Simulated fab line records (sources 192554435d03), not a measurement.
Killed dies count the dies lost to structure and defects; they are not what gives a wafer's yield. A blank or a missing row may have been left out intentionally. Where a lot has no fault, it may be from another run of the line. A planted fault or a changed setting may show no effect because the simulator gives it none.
Matching of chambers ; flow n5 finfet ; N5_FIN_SAQP_FIN_ETCH_36 on rie si-01: 4 sister chambers
The step etches the open film in HBr/Cl2/O2, target depth 120 nm, time 50.4 s. 20 wafers are shown with their chamber, then 10 later ones without.

## WAFERS WITH THEIR CHAMBER
wafer;chamber;throttle valve pct (%);drypump motor current A (A);oes product au (a.u.)
L074.2;1;36.2;4.6;0.993
L074.3;0;36.0;5.7;0.996
L074.5;2;35.0;6.4;1.002
L077.1;0;36.0;5.6;0.988
L077.2;1;36.1;4.6;1.000
L077.5;0;36.0;5.6;0.983
L078.2;2;35.0;6.4;0.989
L078.3;1;36.1;4.6;0.993
L078.6;0;36.0;5.6;0.981
L080.1;2;35.0;6.4;1.005
L080.3;3;36.8;5.6;0.978
L080.4;1;36.1;4.6;0.988
L081.1;1;36.1;4.6;0.996
L081.2;3;36.8;5.6;0.986
L081.4;2;35.0;6.4;1.002
L083.1;3;36.8;5.6;0.967
L083.2;0;36.0;5.7;0.992
L083.5;1;36.1;4.6;0.986
L084.2;2;35.0;6.4;1.002
L084.4;3;36.8;5.6;0.994

SIGNATURES (means of the wafers above)
reading;chamber 0;chamber 1;chamber 2;chamber 3;scatter within a chamber
throttle valve pct;36.000;36.117;35.000;36.800;0.0228
drypump motor current A;5.640;4.600;6.400;5.600;0.0274
oes product au;0.98800;0.99267;1.00000;0.98125;0.00725
Rule: a wafer's distance from a chamber is the root of the sum, over the readings, of the square of ((its reading less the chamber's mean) divided by the reading's scatter). The wafer belongs to the nearest chamber; if the next one is less than 2 further off, it can't be placed. The scatter: the root of (the sum of the squares of (reading less its chamber's mean) over the shown wafers, divided by (wafers less chambers)).

## WAFERS WITH NO CHAMBER GIVEN
wafer;throttle valve pct (%);drypump motor current A (A);oes product au (a.u.)
L084.6;35.0;6.4;1.016
L085.3;36.8;5.6;0.980
L085.5;35.0;6.4;1.012
L085.6;36.8;5.6;0.980
L086.1;36.1;4.6;0.990
L086.2;35.0;6.4;1.002
L086.4;36.0;5.7;0.994
L088.1;36.0;5.6;0.993
L088.2;35.0;6.3;1.006
L088.4;36.1;4.6;1.002

## WHICH CHAMBER EACH ONE RAN IN
wafer;from the rows above;in truth
L084.6;2;2
L085.3;3;3
L085.5;2;2
L085.6;3;3
L086.1;1;1
L086.2;2;2
L086.4;0;0
L088.1;0;0
L088.2;2;2
L088.4;1;1
Correct placement for 10 of the 10. Left unplaced by these rows: 0. 0 placed wrongly.
